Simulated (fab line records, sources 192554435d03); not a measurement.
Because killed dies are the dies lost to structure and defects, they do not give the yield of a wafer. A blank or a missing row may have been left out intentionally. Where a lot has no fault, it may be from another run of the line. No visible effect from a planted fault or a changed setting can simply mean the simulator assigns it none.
Which tool is to blame? | flow n5-finfet | 27 wafers from 9 lots sampled at 3 of the route's 1938 steps

## WHAT THE GAUGES READ, wafer by wafer
N5_BEOL_M4_RC_MEAS_101.
lot  | measured     | on        | DIBL_N (mV/V)  | DIBL_P (mV/V)  | IOFF_N (nA/um) | IOFF_P (nA/um) | ION_N (uA/um) | ION_P (uA/um) | SS_N (mV/dec)  | SS_P (mV/dec)  | VT_N (mV)   | VT_P (mV)
L424 | day 8 21:33  | prober-02 | 36.7 34.8 35.7 | 36.7 35.0 36.1 | 0.18 0.14 0.16 | 0.21 0.19 0.20 | 680 679 670   | 458 463 464   | 71.9 71.4 71.3 | 73.9 73.4 73.5 | 246 251 249 | -251.4 -252.9 -251.7
L425 | day 9 07:25  | prober-01 | 40.0 40.9 35.9 | 39.5 41.1 34.9 | 0.23 0.25 0.14 | 0.28 0.32 0.19 | 695 679 657   | 472 457 451   | 72.2 72.4 71.0 | 74.4 74.7 73.1 | 246 245 251 | -246.4 -248.5 -251.8
L427 | day 9 09:58  | prober-02 | 37.3 36.1 35.4 | 35.9 35.1 33.9 | 0.20 0.18 0.17 | 0.24 0.24 0.21 | 665 679 689   | 450 467 470   | 71.8 71.3 71.3 | 73.2 73.1 73.8 | 244 249 246 | -250.3 -250.9 -248.8
L433 | day 11 17:28 | prober-01 | 38.3 39.4 38.6 | 36.8 37.8 37.5 | 0.19 0.24 0.21 | 0.25 0.27 0.27 | 684 693 680   | 464 465 462   | 71.7 72.8 72.3 | 74.4 74.5 74.3 | 245 243 247 | -248.6 -247.5 -247.8
L435 | day 11 17:46 | prober-02 | 38.6 36.4 38.8 | 38.0 35.2 38.0 | 0.19 0.14 0.18 | 0.24 0.18 0.23 | 666 649 664   | 449 452 457   | 72.4 72.4 72.6 | 73.0 72.6 73.2 | 248 254 253 | -249.1 -252.1 -249.6
L438 | day 12 16:20 | prober-01 | 36.3 36.5 36.8 | 34.2 35.2 35.0 | 0.15 0.15 0.15 | 0.18 0.19 0.19 | 670 683 663   | 454 465 453   | 71.7 71.3 72.0 | 73.4 73.0 73.7 | 251 248 254 | -254.5 -249.9 -252.3
L440 | day 13 08:45 | prober-02 | 36.0 32.4 38.2 | 36.4 33.5 40.1 | 0.16 0.12 0.22 | 0.20 0.16 0.26 | 654 668 693   | 452 463 474   | 72.2 70.2 72.2 | 73.7 72.5 73.2 | 251 250 244 | -253.1 -252.6 -248.4
L443 | day 13 21:25 | prober-01 | 38.1 37.5 37.7 | 41.2 39.5 39.4 | 0.24 0.21 0.21 | 0.30 0.26 0.26 | 691 684 661   | 474 467 449   | 72.1 71.8 72.3 | 73.9 74.3 74.0 | 243 248 247 | -243.0 -246.6 -245.4
L444 | day 14 20:04 | prober-01 | 38.1 39.1 38.8 | 40.2 40.6 41.3 | 0.19 0.22 0.21 | 0.21 0.23 0.23 | 671 682 675   | 457 457 456   | 71.6 72.8 72.4 | 75.2 74.2 74.7 | 249 246 248 | -250.8 -251.5 -248.9

N5_BEOL_M11_RS_MEAS_57: the measuring method here is four-point-probe.
lot  | measured     | on            | M11_RS (ohm/sq)
L424 | day 11 19:42 | film-metro-02 | 0.147 0.157 0.148
L425 | day 12 00:16 | film-metro-01 | 0.153 0.153 0.147
L427 | day 11 22:46 | film-metro-01 | 0.154 0.152 0.149
L433 | day 14 16:29 | film-metro-02 | 0.148 0.152 0.146
L435 | day 14 21:33 | film-metro-01 | 0.150 0.153 0.150
L438 | day 15 18:38 | film-metro-01 | 0.154 0.160 0.156
L440 | day 16 10:40 | film-metro-02 | 0.148 0.145 0.152
L443 | day 17 00:35 | film-metro-02 | 0.155 0.155 0.151
L444 | day 17 17:41 | film-metro-02 | 0.151 0.155 0.154

N5_BEOL_M12_CD_MEAS_28: the cd target is 160.2 nm.
lot  | measured     | on        | cd-nm (nm)
L424 | day 11 21:18 | cd-sem-03 | 161.5 160.2 160.1
L425 | day 12 01:40 | cd-sem-02 | 159.7 160.2 158.6
L427 | day 12 00:11 | cd-sem-03 | 158.7 158.8 159.3
L433 | day 14 18:06 | cd-sem-01 | 160.8 160.1 158.1
L435 | day 14 23:08 | cd-sem-01 | 161.3 162.8 160.9
L438 | day 15 20:14 | cd-sem-03 | 157.5 158.7 158.4
L440 | day 16 12:08 | cd-sem-01 | 158.8 159.3 159.1
L443 | day 17 02:15 | cd-sem-01 | 159.8 159.9 160.2
L444 | day 17 19:14 | cd-sem-03 | 158.2 157.0 157.9

## WHAT TOOL EACH LOT RAN ON (gives the tool, then ch and the chambers of the sampled wafers, and finally the start)
Before these readings, the record contains no process step.

## AS READ BY THE TOOLS THEMSELVES (means over the sampled wafers that have a number; for cases with no such wafer, the mark the record gives instead)
The record holds no such reading with a usual standard deviation.

## THE ANSWER, worked out from the rows above alone
Rule: the usual values come from the lots themselves. Put in order of their means at a reading, lots are off if they are a third of the lots or fewer, leave a main group of 4 or more, and stand apart from it by a gap of 3 or more times the standard deviation of the main group's means; of several such gaps the widest counts. A main group is skipped when, at the precision printed for the reading in the tables above, its means are all equal. Also off: a lot with no number at a reading for which 4 or more lots have one. Any other lot the step has rows for is counted as sound. First the gauges in route order, then the tools' own readings, where a lot's mean is used as printed above. The first step at which some lot is off is used, and at that step the reading that is off furthest; a lot without a number counts as furthest.
Nothing can be told from this: no lot is off at any reading shown.

## WHAT HAD BEEN PUT IN BY THE SIMULATOR
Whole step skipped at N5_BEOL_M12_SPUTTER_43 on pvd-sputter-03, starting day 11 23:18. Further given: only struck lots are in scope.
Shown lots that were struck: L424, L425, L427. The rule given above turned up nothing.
